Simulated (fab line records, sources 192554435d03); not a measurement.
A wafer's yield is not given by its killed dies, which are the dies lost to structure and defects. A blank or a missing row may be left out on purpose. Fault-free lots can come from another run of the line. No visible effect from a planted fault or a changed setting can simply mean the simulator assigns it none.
Lot-split experiment    flow n5-finfet    7 lots, 39 wafers read, on a route of 1938 steps

THE SPLIT
At N5_FIN_CUT_CUT_ETCH_15 (etches Si in HBr/Cl2/O2, target depth 100 nm, bt time 10 s, time 42.4 s), the setting target-depth-a was moved away from the recipe's 1000 angstrom on 18 of the 39 wafers read, by -10.7% to +12.7%. For the rest of the wafers, this setting stayed at what the recipe calls for.

The reading is taken at the split's own step.

THE READING
SOC_of_FIN_CUT_COAT_18.thk-nm (the simulator's own value, which no gauge read), in nm, at N5_FIN_CUT_CUT_ETCH_15 (etches Si in HBr/Cl2/O2, target depth 100 nm, bt time 10 s, time 42.4 s). The file gives no usual value for it. Across the 21 wafers here that went through the recipe, the average is 170.3 nm and the standard deviation 1.2 nm.

wafer   tool, chamber at the split  target-depth-a as run, angstrom  against the recipe  SOC_of_FIN_CUT_COAT_18.thk-nm, nm  against lot-mates on the recipe
L078.1  rie-si-02, 0                1000                             recipe              171.6                              -
L078.2  rie-si-02, 1                1127                             +12.7%              166                                -5.9
L078.3  rie-si-02, 2                1127                             +12.7%              167.2                              -4.7
L078.4  rie-si-02, 3                1000                             recipe              172.6                              -
L078.5  rie-si-02, 1                1127                             +12.7%              165.6                              -6.3
L078.6  rie-si-02, 0                1000                             recipe              171.6                              -
L080.1  rie-si-01, 2                1000                             recipe              170                                -
L080.2  rie-si-01, 0                893.1                            -10.7%              174.8                              +4.4
L080.3  rie-si-01, 3                893.1                            -10.7%              174.2                              +3.8
L080.4  rie-si-01, 1                1000                             recipe              170.2                              -
L080.5  rie-si-01, 2                893.1                            -10.7%              174                                +3.6
L080.6  rie-si-01, 1                1000                             recipe              171                                -
L081.1  rie-si-01, 1                1000                             recipe              170.6                              -
L081.2  rie-si-01, 0                932.8                            -6.7%               171.8                              +2.2
L081.3  rie-si-01, 3                1000                             recipe              169.2                              -
L081.4  rie-si-01, 2                932.8                            -6.7%               171                                +1.4
L081.5  rie-si-01, 2                1000                             recipe              169                                -
L081.6  rie-si-01, 1                932.8                            -6.7%               173.4                              +3.8
L084.1  rie-si-04, 1                1076                             +7.6%               167.6                              -2.1
L084.2  rie-si-04, 2                1076                             +7.6%               167.6                              -2.1
L084.3  rie-si-04, 0                1000                             recipe              170.6                              -
L084.4  rie-si-04, 3                1000                             recipe              168                                -
L084.5  rie-si-04, 1                1076                             +7.6%               167.4                              -2.3
L084.6  rie-si-04, 0                1000                             recipe              170.6                              -
L086.1  rie-si-04, 0                1000                             recipe              170.8                              -
L086.4  rie-si-04, 1                1000                             recipe              167.8                              -
L086.5  rie-si-04, 2                1000                             recipe              170.8                              -
L094.1  rie-si-01, 3                1000                             recipe              170.6                              -
L094.2  rie-si-01, 2                1000                             recipe              168.6                              -
L094.3  rie-si-01, 0                1000                             recipe              170.2                              -
L094.4  rie-si-01, 1                956.7                            -4.3%               174.2                              +4.4
L094.5  rie-si-01, 1                956.7                            -4.3%               174                                +4.2
L094.6  rie-si-01, 0                956.7                            -4.3%               172.2                              +2.4
L096.1  rie-si-01, 0                932.3                            -6.8%               173.2                              +2.2
L096.2  rie-si-01, 2                932.3                            -6.8%               172                                +1.0
L096.3  rie-si-01, 1                1000                             recipe              171.2                              -
L096.4  rie-si-01, 3                932.3                            -6.8%               173.6                              +2.6
L096.5  rie-si-01, 0                1000                             recipe              169.6                              -
L096.6  rie-si-01, 1                1000                             recipe              172.2                              -

THE FIT
A straight line over all 39 wafers: SOC_of_FIN_CUT_COAT_18.thk-nm changes by -0.355 nm for each +1% of target-depth-a; r = -0.88; the points scatter about the line by 1.2 nm.
The same after taking each lot's own level away (the mean of its wafers on the recipe; 39 wafers): -0.397 nm for each +1%; r = -0.91; scatter 1.1 nm.
On that fit, the largest move of target-depth-a shifts the reading by 5 nm.
The span of the lots' own levels, 169.60 to 171.93 nm, comes to 1.9 times the standard deviation stated above.
So the lot-to-lot level changes the slope: the two fits differ.
Check: -4.78 nm against its lot-mates is what the line predicts for one of the wafers moved furthest among these (+12.7%) when that wafer is left out of the fit. It came out at -5.93 nm against them.

THE WHOLE CHAIN: every reading that the file lists as answering this split, in the file's order
step                    what it does                                                             reading                                                                         change (the file's fit)                r (the file's)
N5_FIN_CUT_CUT_ETCH_15  etches Si in HBr/Cl2/O2, target depth 100 nm, bt time 10 s, time 42.4 s  etch.depth-nm (the simulator's own value, which no gauge read)                  +1.03 nm for each +1% of the setting   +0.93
N5_FIN_CUT_CUT_ETCH_15  etches Si in HBr/Cl2/O2, target depth 100 nm, bt time 10 s, time 42.4 s  FIN_CUT.feature-depth-nm (the simulator's own value, which no gauge read)       +1.03 nm for each +1% of the setting   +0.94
N5_FIN_CUT_CUT_ETCH_15  etches Si in HBr/Cl2/O2, target depth 100 nm, bt time 10 s, time 42.4 s  SOC_of_FIN_CUT_COAT_18.thk-nm (the simulator's own value, which no gauge read)  -0.398 nm for each +1% of the setting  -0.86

FILE'S OWN FIT
SOC_of_FIN_CUT_COAT_18.thk-nm changes by -0.398 nm for each +1% of target-depth-a, r = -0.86.
